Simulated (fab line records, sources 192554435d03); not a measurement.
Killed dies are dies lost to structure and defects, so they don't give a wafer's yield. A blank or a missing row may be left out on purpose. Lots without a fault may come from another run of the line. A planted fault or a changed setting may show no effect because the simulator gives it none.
A struck lot beside a sound one | flow n5_finfet | 36 steps out of a route of 1938
Sound: wafers L543.3, L543.4, L543.6. Struck: wafers L552.2, L552.6. The cause comes at the end.
At each step with rows: each side's tool, then ch and its chambers, then its first start. Under that, the readings that differ: sound wafers | struck wafers | difference of the means | sigmas: that difference in standard deviations of wafers without a fault.
alike: readings whose means differ by less than 2 such deviations, and words and numbers that are the same on both sides. not compared: withheld readings, readings that some wafer has no value for, bounds like >300 that may hide the same value, and numbers for which the record gives no deviation and whose values overlap.
The two part at a step that has a row with sigmas, a row that says differs or no value, or rows on one side only. Numbers that don't overlap but have no deviation are shown without sigmas and don't part them. A reading that every wafer of one side lacks parts them only if that side has two wafers or more.

first, 9 steps without rows for these wafers: N5_BEOL_M4_ANNEAL_95 (time 240 s); N5_BEOL_M4_SPUTTER_96 (material Cu, target thk 4.5 nm, time 8.29 s); N5_BEOL_M4_ECD_50 (material Cu, target thk 300 nm); N5_BEOL_M4_ANNEAL_51 (time 90 s); N5_BEOL_M4_CMP_52 (polishes, stops on SiOC, t overpolish 6.8 s, target thk 40 nm); N5_BEOL_M4_PRE_CLEAN_60 (time 15 s); N5_BEOL_M4_CO_CAP_55 (material Co, precursor CCTBA/H2, target thk 2 nm, time 102.1 s); N5_BEOL_M4_PRE_CLEAN_56 (time 15 s); N5_BEOL_M4_DEP_57 (deposits SiCN from 3MS/NH3, target thk 8 nm, time 14 s).
N5_BEOL_M4_RC_MEAS_101:
  sound on prober-01 ch 0, day 8 08:17; struck on prober-01 ch 0, day 10 14:04
  reading       | sound       | struck  | difference | sigmas
  ION_P (uA/um) | 468 485 474 | 443 458 | -25        | -2
  alike: DIBL_N, DIBL_P, IOFF_N, IOFF_P, ION_N, SS_N, SS_P, VT_N, VT_P
then, 24 steps without rows for these wafers: N5_BEOL_M5_ILD_DEP_00 (deposits SiCOH lowk from DEMS/porogen, target thk 140.64 nm, time 25.9 s); N5_BEOL_M5_CURE_79 (cures SiCOH lowk, time 240 s); N5_BEOL_M5_PECVD_70 (deposits SiO2 from TEOS/O2, target thk 16 nm, time 18 s); N5_BEOL_M5_HM_DEP_02 (deposits TiN, target thk 20 nm); N5_BEOL_M5_COAT_59 (time 60 s, resist thk 60 nm); N5_BEOL_M5_COAT_60 (time 60 s, resist thk 12 nm); N5_BEOL_M5_COAT_71 (time 60 s, resist thk 5 nm); N5_BEOL_M5_COAT_05 (resist thk 30 nm); N5_BEOL_M5_EBR_07; N5_BEOL_M5_SOFTBAKE_06 (time 60 s); N5_BEOL_M5_EXPOSE_08 (exposes mask M5, target cd 28 nm); N5_BEOL_M5_PEB_09 (peb time 60 s); N5_BEOL_M5_DEVELOP_10 (develop time 30 s); N5_BEOL_M5_DESCUM_16 (chemistry O2, time 7 s); N5_BEOL_M5_ETCH_72 (etches underlayer in N2/H2, target depth 6.5 nm, time 5.2 s); N5_BEOL_M5_ETCH_61 (etches SiARC in CF4, target depth 15.6 nm, time 26 s); N5_BEOL_M5_ETCH_62 (etches SOC in N2/H2, target depth 75 nm, overetch 15 nm, time 112.5 s); N5_BEOL_M5_STRIP_63 (strips in N2/H2); N5_BEOL_M5_STRIP_73 (strips in N2/H2); N5_BEOL_M5_STRIP_64 (strips in CF4); N5_BEOL_M5_HM_OPEN_17 (chemistry Cl2/BCl3, target TiN, target depth 20 nm, overetch 6 nm); N5_BEOL_M5_STRIP_19 (strips in O2); N5_BEOL_M5_COAT_65 (time 60 s, resist thk 60 nm); N5_BEOL_M5_COAT_66 (time 60 s, resist thk 12 nm).
N5_BEOL_M8_VIA_ETCH_34: etches SiCOH lowk in C4F6/O2, target depth 125.5 nm, time 50.5 s.
  sound on rie_diel-03 ch 1,2,3, day 9 19:53; struck on rie_diel-03 ch 1,2, day 11 22:31
  reading                                  | sound             | struck      | difference | sigmas
  oes_product_au (a.u.)                    | 0.79 0.71 0.76    | 0.57 0.54   | -0.20      | -2
  model.etch.depth_nm (nm)                 | 128.4 125.4 126.8 | 74.57 73.48 | -52.84     |
  model.SOC_of_BEOL_M8_COAT_63.thk_nm (nm) | 54.2 54.2 54      | 56.4 56.4   | +2.3       |
  alike: drypump_motor_current_A, rf_vpp_V, showerhead_plenum_p_Torr, throttle_valve_pct
  not compared: rf_hours_counter_h
-- the record jumps here: 3 days lie between the struck wafers' starts before and after (it left off in module BEOL_M8 and takes up again in module PASSIVATION, whose first step shown is number 1936 of the route) --
N5_PASSIVATION_PROBE_49:
  sound on prober-02, day 12 12:23; struck on prober-02, day 14 19:55
  reading                  | sound          | struck    | difference | sigmas
  defect_limited_yield (%) | 92.7 92.0 90.3 | 0 0       | -92        | -65
  killed_at_M4_up          | 17 13 15       | 1117 1101 | +1094      | +99 or more
  killed_dies              | 86 94 115      | 1180 1180 | +1082      | +64
  killed_on_rim            | 13 9 14        | 152 152   | +140       | +33
  sort_bin_5_function (%)  | 4.2 4.3 6.1    | 96.7 97.2 | +92.1      | +99 or more
  sort_n_pass              | 1094 1086 1065 | 0 0       | -1082      | -26
  sort_yield_pct (%)       | 93 92 90       | 0 0       | -92        | -26
  alike: killed_at_M0_to_M3, killed_at_contacts, killed_at_front_end, killed_at_other, killed_open, killed_short, sort_bin_6_memory

WHERE THEY PART
First at N5_BEOL_M4_RC_MEAS_101; last, within this record, at N5_PASSIVATION_PROBE_49.

WHY: what the simulator had put in
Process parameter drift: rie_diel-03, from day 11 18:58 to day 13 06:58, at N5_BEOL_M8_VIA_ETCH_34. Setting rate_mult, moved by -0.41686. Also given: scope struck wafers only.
